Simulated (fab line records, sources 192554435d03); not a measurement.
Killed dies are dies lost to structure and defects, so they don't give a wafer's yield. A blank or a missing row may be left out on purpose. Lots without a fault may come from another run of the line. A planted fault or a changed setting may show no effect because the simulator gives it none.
Chamber matching | flow n5_finfet | N5_BEOL_M10_STRIP_67 on rie_diel-04: 4 sister chambers
The step strips in CF4. 18 wafers are shown with their chamber, then 9 later ones without.

WAFERS WITH THEIR CHAMBER
wafer  | chamber | drypump_motor_current_A (A) | showerhead_plenum_p_Torr (Torr) | throttle_valve_pct (%)
L076.1 | 2       | 6.1                         | 1.75                            | 13.75
L076.5 | 3       | 6.0                         | 1.77                            | 13.63
L076.6 | 2       | 6.1                         | 1.75                            | 13.74
L077.2 | 1       | 6.1                         | 1.70                            | 13.62
L077.3 | 0       | 6.3                         | 1.90                            | 13.38
L077.6 | 0       | 6.4                         | 1.90                            | 13.38
L078.2 | 3       | 6.0                         | 1.77                            | 13.64
L078.5 | 1       | 6.1                         | 1.70                            | 13.62
L078.6 | 2       | 6.1                         | 1.75                            | 13.77
L084.1 | 3       | 6.0                         | 1.76                            | 13.67
L084.2 | 0       | 6.4                         | 1.89                            | 13.41
L084.5 | 3       | 6.0                         | 1.76                            | 13.68
L086.1 | 1       | 6.1                         | 1.90                            | 13.10
L086.4 | 2       | 6.1                         | 1.75                            | 13.81
L086.5 | 2       | 6.1                         | 1.75                            | 13.79
L085.1 | 2       | 6.1                         | 1.75                            | 13.81
L085.2 | 3       | 6.0                         | 1.76                            | 13.67
L085.6 | 0       | 6.4                         | 1.89                            | 13.42

SIGNATURES (means of the wafers above)
reading                  | chamber 0 | chamber 1 | chamber 2 | chamber 3 | scatter within a chamber
drypump_motor_current_A  | 6.375     | 6.100     | 6.100     | 6.000     | 0.0231
showerhead_plenum_p_Torr | 1.8950    | 1.7667    | 1.7500    | 1.7640    | 0.0438
throttle_valve_pct       | 13.3975   | 13.4467   | 13.7783   | 13.6580   | 0.116
Rule: a wafer's distance from a chamber is the root of the sum, over the readings, of the square of ((its reading less the chamber's mean) divided by the reading's scatter). The wafer belongs to the nearest chamber; if the next one is less than 2 further off, it can't be placed. The scatter: the root of (the sum of the squares of (reading less its chamber's mean) over the shown wafers, divided by (wafers less chambers)).

WAFERS WITHOUT THEIR CHAMBER
wafer  | drypump_motor_current_A (A) | showerhead_plenum_p_Torr (Torr) | throttle_valve_pct (%)
L087.1 | 6.4                         | 1.89                            | 13.43
L087.5 | 6.1                         | 1.90                            | 13.10
L087.6 | 6.1                         | 1.74                            | 13.82
L092.1 | 6.4                         | 1.89                            | 13.46
L092.3 | 6.1                         | 1.90                            | 13.14
L092.5 | 6.3                         | 1.89                            | 13.45
L096.1 | 6.1                         | 1.74                            | 13.87
L096.2 | 6.4                         | 1.88                            | 13.47
L096.3 | 6.0                         | 1.76                            | 13.16

WHICH CHAMBER EACH WENT THROUGH
wafer  | from the rows above     | in truth
L087.1 | 0                       | 0
L087.5 | 1                       | 1
L087.6 | 2                       | 2
L092.1 | 0                       | 0
L092.3 | 1                       | 1
L092.5 | 0                       | 0
L096.1 | 2                       | 2
L096.2 | 0                       | 0
L096.3 | can't be placed: 3 or 1 | 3
Placed correctly: 8 of 9. Can't be placed from these rows: 1 (the true chamber is among the candidates in 1). Placed wrongly: 0.
